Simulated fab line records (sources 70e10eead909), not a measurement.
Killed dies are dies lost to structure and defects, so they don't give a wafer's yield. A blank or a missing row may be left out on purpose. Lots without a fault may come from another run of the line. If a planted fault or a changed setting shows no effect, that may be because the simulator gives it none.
Which of the tools did it? | flow nandHarc | 6 lots, 18 wafers sampled, at 5 steps of a route of 1159

== WHAT EACH GAUGE READ, for each wafer ==
NHARC_END_SORT_01.
lot | measured | on | defectLimitedYield (%)

== WHICH TOOL RAN EACH LOT (tool, then ch and the chambers of the sampled wafers, then the start) ==
lot  | NHARC_P_M2_ETCH_35                | NHARC_P_M2_PRE_CLEAN_32        | NHARC_P_BONDPAD_DEP_00                   | NHARC_P_BONDPAD_CMP_32
L122 | rieDiel-10 ch 0,1,3, day 6 10:11  | pecvd-02 ch 0,1,2, day 6 13:17 | pecvd-03 ch 0,1,2, day 6 13:49           | cmp-01 ch 0,1,2, day 6 14:13
L124 | rieDiel-10 ch 0,1, day 6 21:44    | pecvd-02 ch 0,1,2, day 7 00:25 | pecvd-01 ch 0,2, day 7 00:58             | cmp-01 ch 0,2,3, day 7 01:22
L136 | rieDiel-08 ch 0,2, day 9 12:50    | pecvd-03 ch 1,2, day 9 15:26   | pecvd-01 ch 0,1,2, day 9 15:58           | cmp-01 ch 0,1,2, day 9 16:23
L140 | rieDiel-10 ch 0,1,2, day 10 18:00 | pecvd-03 ch 0,1, day 10 20:46  | pecvd-03 ch 0,2, day 10 22:06 or earlier | cmp-03 ch 1,2,3, day 10 22:06
L142 | rieDiel-10 ch 0,1,2, day 11 04:26 | pecvd-03 ch 1,2, day 11 07:10  | pecvd-02 ch 0,1, day 11 07:41            | cmp-03 ch 1,2,3, day 11 08:04
L144 | rieDiel-10 ch 1,2,3, day 11 16:01 | pecvd-03 ch 1,2, day 11 18:40  | pecvd-02 ch 0,1, day 11 19:11            | cmp-03 ch 1,2,3, day 11 19:37
- NHARC_P_M2_ETCH_35: etches the open film in N2/H2, target depth 40 nm, overetch 12 nm, time 43.94 s.
- NHARC_P_M2_PRE_CLEAN_32: time 12 s.
- NHARC_P_BONDPAD_DEP_00: deposits SiCN, target thk 250 nm.
- NHARC_P_BONDPAD_CMP_32: polishes SiCN, target thk 200 nm.

== THE ANSWER, worked out from the rows above alone ==
Rule: the lots themselves supply what counts as usual. The widest of any qualifying gaps counts: lots, ordered by their means at a reading, are off when they make up no more than a third of the lots, leave a main group of 4 or more, and stand apart from it by 3 or more times the standard deviation of that group's means. A main group is skipped when, at the precision printed for the reading in the tables above, its means are all equal. A lot without any number at a reading at which 4 lots or more have one is off too. Any other lot the step has rows for is counted as sound.
No lot is off on any of the readings shown, so nothing can be concluded from this.

== WHAT WAS PUT IN BY THE SIMULATOR ==
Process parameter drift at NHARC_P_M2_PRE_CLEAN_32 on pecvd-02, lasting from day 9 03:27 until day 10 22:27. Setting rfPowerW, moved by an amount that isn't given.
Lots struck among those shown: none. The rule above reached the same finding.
